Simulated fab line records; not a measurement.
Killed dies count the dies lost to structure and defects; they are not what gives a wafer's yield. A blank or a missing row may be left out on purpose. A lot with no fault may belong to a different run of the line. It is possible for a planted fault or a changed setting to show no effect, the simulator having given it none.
Which of the tools did it? :: flow nandHarc :: 24 lots with 72 wafers sampled at 6 steps, on a route of 1159 steps

== WHAT THE GAUGES READ, wafer by wafer ==
NHARC_A_CONTACT_CD_MEAS_42: the cd target is 200 nm. Usual: cdNm 200.3 nm, standard deviation 0.49.
lot: L074
measured: day 16 09:19
on: cdSem-02
cdNm (nm): 201.3 200.9 200.0
flag: 

lot: L076
measured: day 16 18:05
on: cdSem-02
cdNm (nm): 200.2 199.4 200.5
flag: 

lot: L075
measured: day 16 18:43
on: cdSem-02
cdNm (nm): 200.9 200.4 200.8
flag: 

lot: L077
measured: day 17 00:19
on: cdSem-01
cdNm (nm): 200.7 200.8 200.1
flag: 

lot: L079
measured: day 17 00:39
on: cdSem-01
cdNm (nm): 199.9 200.5 199.7
flag: 

lot: L078
measured: day 17 18:29
on: cdSem-02
cdNm (nm): 200.2 199.8 200.8
flag: 

lot: L081
measured: day 18 00:49
on: cdSem-03
cdNm (nm): 200.6 201.2 201.0
flag: 

lot: L082
measured: day 18 02:11
on: cdSem-02
cdNm (nm): 200.8 200.4 200.6
flag: 

lot: L084
measured: day 18 09:17
on: cdSem-02
cdNm (nm): 200.3 200.9 200.8
flag: 

lot: L080
measured: day 18 10:29
on: cdSem-03
cdNm (nm): 199.7 199.2 200.2
flag: 

lot: L083
measured: day 18 16:58
on: cdSem-02
cdNm (nm): 199.9 200.3 200.0
flag: 

lot: L085
measured: day 19 07:03
on: cdSem-02
cdNm (nm): 200.2 200.5 200.7
flag: 

lot: L088
measured: day 19 07:14
on: cdSem-02
cdNm (nm): 200.6 200.5 200.0
flag: 

lot: L087
measured: day 19 11:06
on: cdSem-03
cdNm (nm): 200.2 199.5 199.3
flag: 

lot: L086
measured: day 19 21:21
on: cdSem-03
cdNm (nm): 200.3 200.1 201.0
flag: 

lot: L089
measured: day 19 21:31
on: cdSem-01
cdNm (nm): 200.6 200.0 199.8
flag: 

lot: L091
measured: day 20 10:58
on: cdSem-02
cdNm (nm): 199.9 199.1 201.0
flag: 

lot: L090
measured: day 20 11:49
on: cdSem-02
cdNm (nm): 201.0 200.2 200.7
flag: 

lot: L092
measured: day 20 14:59
on: cdSem-02
cdNm (nm): 200.6 200.2 200.8
flag: 

lot: L093
measured: day 20 15:52
on: cdSem-03
cdNm (nm): 199.3 201.0 199.6
flag: 

lot: L094
measured: day 21 22:38
on: cdSem-01
cdNm (nm): 201.3 200.8 200.6
flag: 

lot: L095
measured: day 22 02:47
on: cdSem-03
cdNm (nm): 200.4 200.2 200.2
flag: 

lot: L096
measured: day 22 05:07
on: cdSem-03
cdNm (nm): 200.4 199.8 200.9
flag: 

lot: L097
measured: day 22 07:34
on: cdSem-03
cdNm (nm): 199.9 200.7 199.9
flag: 

NHARC_A_CONTACT_OVL_MEAS_70. Usual: overlayXNm 0.1 nm, standard deviation 0.9; overlayYNm 0.3 nm, standard deviation 0.79.
lot: L074
measured: day 16 16:34
on: overlay-02
overlayXNm (nm): -1.6 -1.6 -1.5
overlayYNm (nm): 1.0 1.4 0.9
flag: 

lot: L076
measured: day 17 01:37
on: overlay-02
overlayXNm (nm): -0.9 -0.9 -1.3
overlayYNm (nm): 1.2 1.6 0.8
flag: 

lot: L075
measured: day 17 02:04
on: overlay-02
overlayXNm (nm): 1.1 0.8 0.8
overlayYNm (nm): -0.2 0.3 -0.2
flag: 

lot: L077
measured: day 17 08:14
on: overlay-02
overlayXNm (nm): 0.0 0.1 0.1
overlayYNm (nm): -0.1 -0.5 -0.6
flag: 

lot: L079
measured: day 17 07:52
on: overlay-01
overlayXNm (nm): -1.3 -0.5 -1.7
overlayYNm (nm): -0.8 -0.2 -0.2
flag: 

lot: L078
measured: day 18 04:37
on: overlay-01
overlayXNm (nm): -0.7 -1.4 -0.6
overlayYNm (nm): 1.0 0.5 0.9
flag: 

lot: L081
measured: day 18 12:25
on: overlay-02
overlayXNm (nm): 0.9 0.9 0.9
overlayYNm (nm): -0.6 -1.2 -0.1
flag: 

lot: L082
measured: day 18 13:02
on: overlay-01
overlayXNm (nm): -0.6 -0.5 -0.1
overlayYNm (nm): -0.5 -0.2 -0.5
flag: 

lot: L084
measured: day 18 18:22
on: overlay-02
overlayXNm (nm): 0.1 -0.2 0.0
overlayYNm (nm): -0.9 -1.0 -0.8
flag: 

lot: L080
measured: day 18 18:41
on: overlay-02
overlayXNm (nm): 0.9 0.9 1.6
overlayYNm (nm): 1.0 2.0 2.0
flag: 

lot: L083
measured: day 19 00:01
on: overlay-02
overlayXNm (nm): 1.2 2.1 1.6
overlayYNm (nm): 0.3 -0.1 0.6
flag: 

lot: L085
measured: day 19 14:10
on: overlay-02
overlayXNm (nm): 0.5 -0.4 0.1
overlayYNm (nm): 1.1 0.8 1.0
flag: 

lot: L088
measured: day 19 14:59
on: overlay-02
overlayXNm (nm): 2.2 1.7 1.9
overlayYNm (nm): 1.0 0.6 0.4
flag: 

lot: L087
measured: day 19 18:46
on: overlay-02
overlayXNm (nm): 0.0 0.4 0.3
overlayYNm (nm): 0.0 0.8 0.2
flag: 

lot: L086
measured: day 20 07:49
on: overlay-02
overlayXNm (nm): -0.4 -0.6 -0.6
overlayYNm (nm): 0.4 0.3 0.3
flag: 

lot: L089
measured: day 20 09:34
on: overlay-01
overlayXNm (nm): 0.1 -0.3 0.5
overlayYNm (nm): -0.4 -0.5 -0.5
flag: 

lot: L091
measured: day 20 19:50
on: overlay-02
overlayXNm (nm): 0.7 1.0 0.6
overlayYNm (nm): -0.3 -0.6 -0.3
flag: 

lot: L090
measured: day 20 21:54
on: overlay-02
overlayXNm (nm): 0.2 -0.1 0.2
overlayYNm (nm): 1.3 0.9 0.6
flag: 

lot: L092
measured: day 21 00:05
on: overlay-02
overlayXNm (nm): -0.3 -0.5 -0.3
overlayYNm (nm): 0.2 -0.2 0.5
flag: 

lot: L093
measured: day 20 23:36
on: overlay-01
overlayXNm (nm): 1.2 1.1 1.1
overlayYNm (nm): 0.5 0.8 0.3
flag: 

lot: L094
measured: day 22 05:37
on: overlay-02
overlayXNm (nm): -0.4 -0.6 -0.5
overlayYNm (nm): 1.6 0.8 1.2
flag: 

lot: L095
measured: day 22 10:03
on: overlay-01
overlayXNm (nm): 0.7 0.5 0.3
overlayYNm (nm): -1.0 -1.4 -0.9
flag: 

lot: L096
measured: day 22 13:58
on: overlay-02
overlayXNm (nm): -0.8 -0.5 -0.9
overlayYNm (nm): 0.3 0.8 0.7
flag: 

lot: L097
measured: day 22 17:43
on: overlay-01
overlayXNm (nm): 0.5 0.2 -0.3
overlayYNm (nm): 1.2 1.0 0.3
flag: 

NHARC_A_CONTACT_INSPECT_10. Usual: rawDefectCount 28, standard deviation 10.
lot: L074
measured: day 17 00:23
on: defectInspect-02
rawDefectCount: 39 38 27
flag: 

lot: L076
measured: day 17 09:08
on: defectInspect-01
rawDefectCount: 29 23 21
flag: 

lot: L075
measured: day 17 10:00
on: defectInspect-02
rawDefectCount: 6 7 9
flag: 

lot: L077
measured: day 17 17:40
on: defectInspect-02
rawDefectCount: 44 37 14
flag: 

lot: L079
measured: day 17 15:08
on: defectInspect-01
rawDefectCount: 26 18 24
flag: 

lot: L078
measured: day 18 13:20
on: defectInspect-01
rawDefectCount: 17 29 19
flag: 

lot: L081
measured: day 18 19:56
on: defectInspect-01
rawDefectCount: 31 29 23
flag: 

lot: L082
measured: day 18 19:26
on: defectInspect-01
rawDefectCount: 24 30 18
flag: 

lot: L084
measured: day 19 00:56
on: defectInspect-02
rawDefectCount: 26 21 25
flag: 

lot: L080
measured: day 19 02:00
on: defectInspect-01
rawDefectCount: 27 31 31
flag: 

lot: L083
measured: day 19 07:42
on: defectInspect-01
rawDefectCount: 27 36 24
flag: 

lot: L085
measured: day 19 20:37
on: defectInspect-02
rawDefectCount: 49 37 48
flag: 

lot: L088
measured: day 20 00:37
on: defectInspect-01
rawDefectCount: 28 30 25
flag: 

lot: L087
measured: day 20 02:25
on: defectInspect-02
rawDefectCount: 36 39 24
flag: 

lot: L086
measured: day 20 18:14
on: defectInspect-01
rawDefectCount: 27 40 28
flag: 

lot: L089
measured: day 20 19:09
on: defectInspect-02
rawDefectCount: 34 18 29
flag: 

lot: L091
measured: day 21 02:58
on: defectInspect-02
rawDefectCount: 27 25 31
flag: 

lot: L090
measured: day 21 08:24
on: defectInspect-01
rawDefectCount: 58 55 42
flag: 

lot: L092
measured: day 21 09:11
on: defectInspect-01
rawDefectCount: 31 29 37
flag: 

lot: L093
measured: day 21 08:29
on: defectInspect-01
rawDefectCount: 18 16 21
flag: 

lot: L094
measured: day 22 13:53
on: defectInspect-01
rawDefectCount: 29 35 36
flag: 

lot: L095
measured: day 22 17:33
on: defectInspect-02
rawDefectCount: 23 16 13
flag: 

lot: L096
measured: day 22 21:30
on: defectInspect-02
rawDefectCount: 20 19 33
flag: 

lot: L097
measured: day 23 02:30
on: defectInspect-02
rawDefectCount: 47 46 40
flag: 

== WHICH TOOL RAN EACH LOT (tool, then ch and the chambers of the sampled wafers, then the start) ==
lot: L074
NHARC_A_CONTACT_ETCH_49: rieDiel-02 ch 0,1, day 16 11:34 or earlier
NHARC_A_CONTACT_ETCH_116: harCapEtch-01 ch 0,1, day 16 11:34
NHARC_A_CONTACT_ETCH_91: rieDiel-02 ch 1,2, day 16 19:42

lot: L076
NHARC_A_CONTACT_ETCH_49: rieDiel-02 ch 2,3, day 16 20:06 or earlier
NHARC_A_CONTACT_ETCH_116: harCapEtch-01 ch 0,1, day 16 20:06
NHARC_A_CONTACT_ETCH_91: rieDiel-02 ch 0,1, day 17 05:01

lot: L075
NHARC_A_CONTACT_ETCH_49: rieDiel-04 ch 0,2,3, day 16 21:05 or earlier
NHARC_A_CONTACT_ETCH_116: harCapEtch-03 ch 0,1, day 16 21:05
NHARC_A_CONTACT_ETCH_91: rieDiel-02 ch 1,2,3, day 17 05:53

lot: L077
NHARC_A_CONTACT_ETCH_49: rieDiel-02 ch 0,2,3, day 17 03:10 or earlier
NHARC_A_CONTACT_ETCH_116: harCapEtch-03 ch 0, day 17 03:10
NHARC_A_CONTACT_ETCH_91: rieDiel-04 ch 0,2, day 17 11:23

lot: L079
NHARC_A_CONTACT_ETCH_49: rieDiel-08 ch 0,1, day 17 02:49 or earlier
NHARC_A_CONTACT_ETCH_116: harCapEtch-02 ch 0,1, day 17 02:49
NHARC_A_CONTACT_ETCH_91: rieDiel-02 ch 1,3, day 17 10:58

lot: L078
NHARC_A_CONTACT_ETCH_49: rieDiel-02 ch 0,1, day 17 20:45 or earlier
NHARC_A_CONTACT_ETCH_116: harCapEtch-03 ch 0,1, day 17 20:45
NHARC_A_CONTACT_ETCH_91: rieDiel-02 ch 1,3, day 18 07:44

lot: L081
NHARC_A_CONTACT_ETCH_49: rieDiel-02 ch 1,3, day 18 03:08 or earlier
NHARC_A_CONTACT_ETCH_116: harCapEtch-02 ch 0,1, day 18 03:08
NHARC_A_CONTACT_ETCH_91: rieDiel-08 ch 1,2,3, day 18 16:38

lot: L082
NHARC_A_CONTACT_ETCH_49: rieDiel-04 ch 0,1,3, day 18 04:11 or earlier
NHARC_A_CONTACT_ETCH_116: harCapEtch-01 ch 0,1, day 18 04:11
NHARC_A_CONTACT_ETCH_91: rieDiel-04 ch 1,2, day 18 16:11

lot: L084
NHARC_A_CONTACT_ETCH_49: rieDiel-02 ch 1,2,3, day 18 11:32 or earlier
NHARC_A_CONTACT_ETCH_116: harCapEtch-02 ch 0,1, day 18 11:32
NHARC_A_CONTACT_ETCH_91: rieDiel-02 ch 1,2,3, day 18 21:31

lot: L080
NHARC_A_CONTACT_ETCH_49: rieDiel-04 ch 1,2, day 18 12:33 or earlier
NHARC_A_CONTACT_ETCH_116: harCapEtch-01 ch 0,1, day 18 12:33
NHARC_A_CONTACT_ETCH_91: rieDiel-02 ch 0,1, day 18 22:22

lot: L083
NHARC_A_CONTACT_ETCH_49: rieDiel-02 ch 0,3, day 18 19:02 or earlier
NHARC_A_CONTACT_ETCH_116: harCapEtch-01 ch 1, day 18 19:02
NHARC_A_CONTACT_ETCH_91: rieDiel-08 ch 0,3, day 19 03:18

lot: L085
NHARC_A_CONTACT_ETCH_49: rieDiel-02 ch 0,3, day 19 09:04 or earlier
NHARC_A_CONTACT_ETCH_116: harCapEtch-02 ch 0,1, day 19 09:04
NHARC_A_CONTACT_ETCH_91: rieDiel-08 ch 1,2, day 19 17:19

lot: L088
NHARC_A_CONTACT_ETCH_49: rieDiel-04 ch 1,2, day 19 09:28 or earlier
NHARC_A_CONTACT_ETCH_116: harCapEtch-01 ch 0,1, day 19 09:28
NHARC_A_CONTACT_ETCH_91: rieDiel-02 ch 0,2,3, day 19 18:49

lot: L087
NHARC_A_CONTACT_ETCH_49: rieDiel-02 ch 1,3, day 19 13:32 or earlier
NHARC_A_CONTACT_ETCH_116: harCapEtch-03 ch 0,1, day 19 13:32
NHARC_A_CONTACT_ETCH_91: rieDiel-04 ch 0,2, day 19 21:58

lot: L086
NHARC_A_CONTACT_ETCH_49: rieDiel-04 ch 0,3, day 19 23:22 or earlier
NHARC_A_CONTACT_ETCH_116: harCapEtch-01 ch 0,1, day 19 23:22
NHARC_A_CONTACT_ETCH_91: rieDiel-02 ch 1,2, day 20 11:02

lot: L089
NHARC_A_CONTACT_ETCH_49: rieDiel-02 ch 2,3, day 19 23:31 or earlier
NHARC_A_CONTACT_ETCH_116: harCapEtch-03 ch 0,1, day 19 23:31
NHARC_A_CONTACT_ETCH_91: rieDiel-02 ch 1,2, day 20 12:43

lot: L091
NHARC_A_CONTACT_ETCH_49: rieDiel-02 ch 0,2,3, day 20 13:00 or earlier
NHARC_A_CONTACT_ETCH_116: harCapEtch-01 ch 0,1, day 20 13:00
NHARC_A_CONTACT_ETCH_91: rieDiel-02 ch 1,3, day 20 23:20

lot: L090
NHARC_A_CONTACT_ETCH_49: rieDiel-08 ch 0,3, day 20 13:49 or earlier
NHARC_A_CONTACT_ETCH_116: harCapEtch-03 ch 0,1, day 20 13:49
NHARC_A_CONTACT_ETCH_91: rieDiel-04 ch 0,2, day 21 01:01

lot: L092
NHARC_A_CONTACT_ETCH_49: rieDiel-02 ch 0,1, day 20 17:01 or earlier
NHARC_A_CONTACT_ETCH_116: harCapEtch-02 ch 0, day 20 17:01
NHARC_A_CONTACT_ETCH_91: rieDiel-04 ch 2,3, day 21 04:31

lot: L093
NHARC_A_CONTACT_ETCH_49: rieDiel-08 ch 1,2, day 20 18:08 or earlier
NHARC_A_CONTACT_ETCH_116: harCapEtch-01 ch 0,1, day 20 18:08
NHARC_A_CONTACT_ETCH_91: rieDiel-02 ch 1,2, day 21 03:28

lot: L094
NHARC_A_CONTACT_ETCH_49: rieDiel-04 ch 0,1,2, day 22 00:40 or earlier
NHARC_A_CONTACT_ETCH_116: harCapEtch-02 ch 0,1, day 22 00:40
NHARC_A_CONTACT_ETCH_91: rieDiel-04 ch 1,2,3, day 22 09:10

lot: L095
NHARC_A_CONTACT_ETCH_49: rieDiel-04 ch 0,1,3, day 22 04:48 or earlier
NHARC_A_CONTACT_ETCH_116: harCapEtch-01 ch 0,1, day 22 04:48
NHARC_A_CONTACT_ETCH_91: rieDiel-02 ch 0,2,3, day 22 13:11

lot: L096
NHARC_A_CONTACT_ETCH_49: rieDiel-08 ch 0,1,3, day 22 07:09 or earlier
NHARC_A_CONTACT_ETCH_116: harCapEtch-03 ch 0,1, day 22 07:09
NHARC_A_CONTACT_ETCH_91: rieDiel-02 ch 0,3, day 22 17:44

lot: L097
NHARC_A_CONTACT_ETCH_49: rieDiel-08 ch 0,1,3, day 22 10:08 or earlier
NHARC_A_CONTACT_ETCH_116: harCapEtch-01 ch 0,1, day 22 10:08
NHARC_A_CONTACT_ETCH_91: rieDiel-02 ch 0,1,2, day 22 21:14
- NHARC_A_CONTACT_ETCH_49: etches the open film in N2/H2, target depth 260 nm, time 475.3 s.
- NHARC_A_CONTACT_ETCH_116: etches the open film in C4F8/O2/Ar, time 94 s, target depth 922 nm.
- NHARC_A_CONTACT_ETCH_91: etches the open film in CH3F/O2, target depth 40 nm, time 85.7 s.

== AS READ BY THE TOOLS THEMSELVES (means over the sampled wafers that have a number; for cases with no such wafer, the mark the record gives instead) ==
NHARC_A_CONTACT_ETCH_49. Usual: drypumpMotorCurrentA 5.6 A, standard deviation 0.34; oesProductAu 0.999 a.u., standard deviation 0.01; rfVppV 431.3 V, standard deviation 1.6; showerheadPlenumPTorr 2.06 Torr, standard deviation 0.051; throttleValvePct 14.172 %, standard deviation 0.0085.
lot: L074
tool: rieDiel-02
drypumpMotorCurrentA (A): 5.5
oesProductAu (a.u.): 0.991
rfVppV (V): 430.7
showerheadPlenumPTorr (Torr): 2.07
throttleValvePct (%): 14.173
flag: 

lot: L076
tool: rieDiel-02
drypumpMotorCurrentA (A): 5.9
oesProductAu (a.u.): 0.994
rfVppV (V): 429.6
showerheadPlenumPTorr (Torr): 2.02
throttleValvePct (%): 14.177
flag: 

lot: L075
tool: rieDiel-04
drypumpMotorCurrentA (A): 5.8
oesProductAu (a.u.): 1.005
rfVppV (V): 430.5
showerheadPlenumPTorr (Torr): 2.04
throttleValvePct (%): 14.173
flag: 

lot: L077
tool: rieDiel-02
drypumpMotorCurrentA (A): 5.6
oesProductAu (a.u.): 0.992
rfVppV (V): 430.5
showerheadPlenumPTorr (Torr): 2.04
throttleValvePct (%): 14.177
flag: 

lot: L079
tool: rieDiel-08
drypumpMotorCurrentA (A): 5.4
oesProductAu (a.u.): 1.007
rfVppV (V): 430.9
showerheadPlenumPTorr (Torr): 2.04
throttleValvePct (%): 14.167
flag: 

lot: L078
tool: rieDiel-02
drypumpMotorCurrentA (A): 5.5
oesProductAu (a.u.): 0.993
rfVppV (V): 432.6
showerheadPlenumPTorr (Torr): 2.10
throttleValvePct (%): 14.175
flag: 

lot: L081
tool: rieDiel-02
drypumpMotorCurrentA (A): 5.4
oesProductAu (a.u.): 0.996
rfVppV (V): 432.3
showerheadPlenumPTorr (Torr): 2.12
throttleValvePct (%): 14.177
flag: 

lot: L082
tool: rieDiel-04
drypumpMotorCurrentA (A): 5.7
oesProductAu (a.u.): 0.998
rfVppV (V): 430.6
showerheadPlenumPTorr (Torr): 2.05
throttleValvePct (%): 14.172
flag: 

lot: L084
tool: rieDiel-02
drypumpMotorCurrentA (A): 5.6
oesProductAu (a.u.): 1.004
rfVppV (V): 430.7
showerheadPlenumPTorr (Torr): 2.07
throttleValvePct (%): 14.160
flag: 

lot: L080
tool: rieDiel-04
drypumpMotorCurrentA (A): 5.8
oesProductAu (a.u.): 1.007
rfVppV (V): 431.4
showerheadPlenumPTorr (Torr): 2.07
throttleValvePct (%): 14.168
flag: 

lot: L083
tool: rieDiel-02
drypumpMotorCurrentA (A): 5.2
oesProductAu (a.u.): 0.991
rfVppV (V): 431.3
showerheadPlenumPTorr (Torr): 2.07
throttleValvePct (%): 14.162
flag: 

lot: L085
tool: rieDiel-02
drypumpMotorCurrentA (A): 5.4
oesProductAu (a.u.): 0.998
rfVppV (V): 430.8
showerheadPlenumPTorr (Torr): 2.05
throttleValvePct (%): 14.172
flag: 

lot: L088
tool: rieDiel-04
drypumpMotorCurrentA (A): 5.8
oesProductAu (a.u.): 1.009
rfVppV (V): 431.7
showerheadPlenumPTorr (Torr): 2.06
throttleValvePct (%): 14.179
flag: 

lot: L087
tool: rieDiel-02
drypumpMotorCurrentA (A): 5.4
oesProductAu (a.u.): 0.995
rfVppV (V): 433.0
showerheadPlenumPTorr (Torr): 2.11
throttleValvePct (%): 14.169
flag: 

lot: L086
tool: rieDiel-04
drypumpMotorCurrentA (A): 5.6
oesProductAu (a.u.): 0.997
rfVppV (V): 430.7
showerheadPlenumPTorr (Torr): 2.03
throttleValvePct (%): 14.166
flag: 

lot: L089
tool: rieDiel-02
drypumpMotorCurrentA (A): 5.8
oesProductAu (a.u.): 0.999
rfVppV (V): 430.2
showerheadPlenumPTorr (Torr): 2.02
throttleValvePct (%): 14.174
flag: 

lot: L091
tool: rieDiel-02
drypumpMotorCurrentA (A): 5.6
oesProductAu (a.u.): 1.003
rfVppV (V): 430.3
showerheadPlenumPTorr (Torr): 2.03
throttleValvePct (%): 14.176
flag: 

lot: L090
tool: rieDiel-08
drypumpMotorCurrentA (A): 5.9
oesProductAu (a.u.): 1.013
rfVppV (V): 430.9
showerheadPlenumPTorr (Torr): 2.06
throttleValvePct (%): 14.174
flag: 

lot: L092
tool: rieDiel-02
drypumpMotorCurrentA (A): 5.5
oesProductAu (a.u.): 0.992
rfVppV (V): 432.4
showerheadPlenumPTorr (Torr): 2.09
throttleValvePct (%): 14.177
flag: 

lot: L093
tool: rieDiel-08
drypumpMotorCurrentA (A): 5.6
oesProductAu (a.u.): 1.006
rfVppV (V): 434.0
showerheadPlenumPTorr (Torr): 2.14
throttleValvePct (%): 14.171
flag: 

lot: L094
tool: rieDiel-04
drypumpMotorCurrentA (A): 5.8
oesProductAu (a.u.): 0.985
rfVppV (V): 431.5
showerheadPlenumPTorr (Torr): 2.05
throttleValvePct (%): 14.169
flag: 

lot: L095
tool: rieDiel-04
drypumpMotorCurrentA (A): 5.6
oesProductAu (a.u.): 0.998
rfVppV (V): 430.8
showerheadPlenumPTorr (Torr): 2.04
throttleValvePct (%): 14.180
flag: 

lot: L096
tool: rieDiel-08
drypumpMotorCurrentA (A): 5.7
oesProductAu (a.u.): 0.996
rfVppV (V): 431.2
showerheadPlenumPTorr (Torr): 2.07
throttleValvePct (%): 14.178
flag: 

lot: L097
tool: rieDiel-08
drypumpMotorCurrentA (A): 5.7
oesProductAu (a.u.): 1.004
rfVppV (V): 432.2
showerheadPlenumPTorr (Torr): 2.07
throttleValvePct (%): 14.178
flag: 

NHARC_A_CONTACT_ETCH_91. Usual: drypumpMotorCurrentA 5.6 A, standard deviation 0.35; oesProductAu 0.94 a.u., standard deviation 0.033; rfVppV 244.6 V, standard deviation 1.2; showerheadPlenumPTorr 2.48 Torr, standard deviation 0.059; throttleValvePct 20.665 %, standard deviation 0.01.
lot: L074
tool: rieDiel-02
drypumpMotorCurrentA (A): 5.9
oesProductAu (a.u.): 0.91
rfVppV (V): 245.1
showerheadPlenumPTorr (Torr): 2.45
throttleValvePct (%): 20.659
flag: 

lot: L076
tool: rieDiel-02
drypumpMotorCurrentA (A): 5.5
oesProductAu (a.u.): 0.92
rfVppV (V): 245.4
showerheadPlenumPTorr (Torr): 2.53
throttleValvePct (%): 20.666
flag: 

lot: L075
tool: rieDiel-02
drypumpMotorCurrentA (A): 5.6
oesProductAu (a.u.): 0.92
rfVppV (V): 245.9
showerheadPlenumPTorr (Torr): 2.49
throttleValvePct (%): 20.673
flag: 

lot: L077
tool: rieDiel-04
drypumpMotorCurrentA (A): 5.8
oesProductAu (a.u.): 0.92
rfVppV (V): 244.2
showerheadPlenumPTorr (Torr): 2.47
throttleValvePct (%): 20.671
flag: 

lot: L079
tool: rieDiel-02
drypumpMotorCurrentA (A): 5.2
oesProductAu (a.u.): 0.92
rfVppV (V): 245.4
showerheadPlenumPTorr (Torr): 2.53
throttleValvePct (%): 20.673
flag: 

lot: L078
tool: rieDiel-02
drypumpMotorCurrentA (A): 5.2
oesProductAu (a.u.): 0.92
rfVppV (V): 244.9
showerheadPlenumPTorr (Torr): 2.53
throttleValvePct (%): 20.656
flag: 

lot: L081
tool: rieDiel-08
drypumpMotorCurrentA (A): 5.8
oesProductAu (a.u.): 0.95
rfVppV (V): 245.7
showerheadPlenumPTorr (Torr): 2.56
throttleValvePct (%): 20.675
flag: 

lot: L082
tool: rieDiel-04
drypumpMotorCurrentA (A): 5.8
oesProductAu (a.u.): 0.93
rfVppV (V): 244.3
showerheadPlenumPTorr (Torr): 2.49
throttleValvePct (%): 20.655
flag: 

lot: L084
tool: rieDiel-02
drypumpMotorCurrentA (A): 5.6
oesProductAu (a.u.): 0.92
rfVppV (V): 243.9
showerheadPlenumPTorr (Torr): 2.49
throttleValvePct (%): 20.668
flag: 

lot: L080
tool: rieDiel-02
drypumpMotorCurrentA (A): 5.5
oesProductAu (a.u.): 0.99
rfVppV (V): 245.4
showerheadPlenumPTorr (Torr): 2.52
throttleValvePct (%): 20.664
flag: 

lot: L083
tool: rieDiel-08
drypumpMotorCurrentA (A): 5.9
oesProductAu (a.u.): 0.93
rfVppV (V): 243.9
showerheadPlenumPTorr (Torr): 2.49
throttleValvePct (%): 20.660
flag: 

lot: L085
tool: rieDiel-08
drypumpMotorCurrentA (A): 5.6
oesProductAu (a.u.): 0.92
rfVppV (V): 245.2
showerheadPlenumPTorr (Torr): 2.57
throttleValvePct (%): 20.660
flag: 

lot: L088
tool: rieDiel-02
drypumpMotorCurrentA (A): 5.6
oesProductAu (a.u.): 0.92
rfVppV (V): 243.9
showerheadPlenumPTorr (Torr): 2.45
throttleValvePct (%): 20.676
flag: 

lot: L087
tool: rieDiel-04
drypumpMotorCurrentA (A): 5.7
oesProductAu (a.u.): 0.92
rfVppV (V): 243.8
showerheadPlenumPTorr (Torr): 2.46
throttleValvePct (%): 20.672
flag: 

lot: L086
tool: rieDiel-02
drypumpMotorCurrentA (A): 5.7
oesProductAu (a.u.): 0.93
rfVppV (V): 244.9
showerheadPlenumPTorr (Torr): 2.50
throttleValvePct (%): 20.658
flag: 

lot: L089
tool: rieDiel-02
drypumpMotorCurrentA (A): 5.7
oesProductAu (a.u.): 0.92
rfVppV (V): 244.4
showerheadPlenumPTorr (Torr): 2.50
throttleValvePct (%): 20.666
flag: 

lot: L091
tool: rieDiel-02
drypumpMotorCurrentA (A): 5.4
oesProductAu (a.u.): 0.93
rfVppV (V): 245.1
showerheadPlenumPTorr (Torr): 2.54
throttleValvePct (%): 20.651
flag: 

lot: L090
tool: rieDiel-04
drypumpMotorCurrentA (A): 5.8
oesProductAu (a.u.): 0.92
rfVppV (V): 244.0
showerheadPlenumPTorr (Torr): 2.46
throttleValvePct (%): 20.663
flag: 

lot: L092
tool: rieDiel-04
drypumpMotorCurrentA (A): 5.9
oesProductAu (a.u.): 1.01
rfVppV (V): 244.4
showerheadPlenumPTorr (Torr): 2.42
throttleValvePct (%): 20.658
flag: 

lot: L093
tool: rieDiel-02
drypumpMotorCurrentA (A): 5.7
oesProductAu (a.u.): 0.96
rfVppV (V): 244.8
showerheadPlenumPTorr (Torr): 2.50
throttleValvePct (%): 20.664
flag: 

lot: L094
tool: rieDiel-04
drypumpMotorCurrentA (A): 5.9
oesProductAu (a.u.): 1.00
rfVppV (V): 245.0
showerheadPlenumPTorr (Torr): 2.45
throttleValvePct (%): 20.675
flag: 

lot: L095
tool: rieDiel-02
drypumpMotorCurrentA (A): 5.6
oesProductAu (a.u.): 1.00
rfVppV (V): 243.9
showerheadPlenumPTorr (Torr): 2.45
throttleValvePct (%): 20.665
flag: 

lot: L096
tool: rieDiel-02
drypumpMotorCurrentA (A): 5.2
oesProductAu (a.u.): 1.00
rfVppV (V): 245.4
showerheadPlenumPTorr (Torr): 2.48
throttleValvePct (%): 20.660
flag: 

lot: L097
tool: rieDiel-02
drypumpMotorCurrentA (A): 5.7
oesProductAu (a.u.): 0.92
rfVppV (V): 243.9
showerheadPlenumPTorr (Torr): 2.47
throttleValvePct (%): 20.666
flag: 

== THE ANSWER, worked out from the rows above alone ==
Rule: lot off if the mean of its wafers having a number is beyond 3 standard deviations from the usual mean. Also off: a lot with no number at a reading for which 4 or more lots have one. The other lots that the step has rows for count as sound. The gauges are gone through in route order, then the tools' own readings, and for those a lot's mean is taken as printed above. At the first step where some lot is off, the reading lying furthest off is the one used; lots without a number count as furthest.
No lot is off on any of the readings shown, so nothing can be concluded from this.

== WHAT THE SIMULATOR HAD PUT IN ==
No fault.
